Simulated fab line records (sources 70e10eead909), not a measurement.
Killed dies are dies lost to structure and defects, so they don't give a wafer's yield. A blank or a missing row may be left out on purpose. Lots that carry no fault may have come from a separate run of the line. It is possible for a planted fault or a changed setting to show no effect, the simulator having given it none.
Matching of chambers    flow nandHarc    NHARC_A_DECK1_JOINT_CMP_02 on cmp-02 has 4 sister chambers
The step polishes SiOx. 16 wafers are shown with their chamber, then 8 later ones without.

WAFERS, EACH WITH ITS CHAMBER
wafer   chamber  motorCurrentA (A)
L077.2  1        13.3
L077.4  2        11.0
L077.6  3        13.3
L079.2  1        13.3
L079.4  3        14.0
L079.6  2        10.9
L080.3  3        13.5
L080.4  0        12.6
L080.6  0        12.3
L083.1  0        12.5
L083.4  3        13.4
L083.6  2        10.5
L087.3  2        10.8
L087.5  2        11.2
L087.6  1        13.5
L090.1  3        13.8

SIGNATURES (averages over the wafers above)
reading        chamber 0  chamber 1  chamber 2  chamber 3  scatter within a chamber
motorCurrentA  12.467     13.367     10.880     13.600     0.238
Rule: for each reading, subtract the chamber's mean from the wafer's reading, divide by that reading's scatter and square the result; add these up over the readings and take the root, which gives the wafer's distance from the chamber. If the next closest chamber is less than 2 further off than the closest, the wafer can't be placed; otherwise it belongs to the closest. The scatter is the square root of a quotient: the sum, over the shown wafers, of each reading's squared deviation from its chamber's mean, divided by wafers minus chambers.

WAFERS WHOSE CHAMBER IS MISSING
wafer   motorCurrentA (A)
L090.2  10.7
L090.6  10.3
L091.2  14.2
L091.3  13.4
L091.6  12.8
L095.1  10.3
L095.2  13.1
L095.5  13.1

THE CHAMBER EACH PASSED THROUGH
wafer   from the rows above           in truth
L090.2  2                             2
L090.6  2                             2
L091.2  can't be placed: 3 or 1       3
L091.3  can't be placed: 1 or 3       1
L091.6  can't be placed: 0 or 1 or 3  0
L095.1  2                             2
L095.2  can't be placed: 1 or 3 or 0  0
L095.5  can't be placed: 1 or 3 or 0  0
Correct placement for 3 of the 8. Can't be placed from these rows: 5 (the true chamber is among the candidates in 5). Wrongly placed: 0.
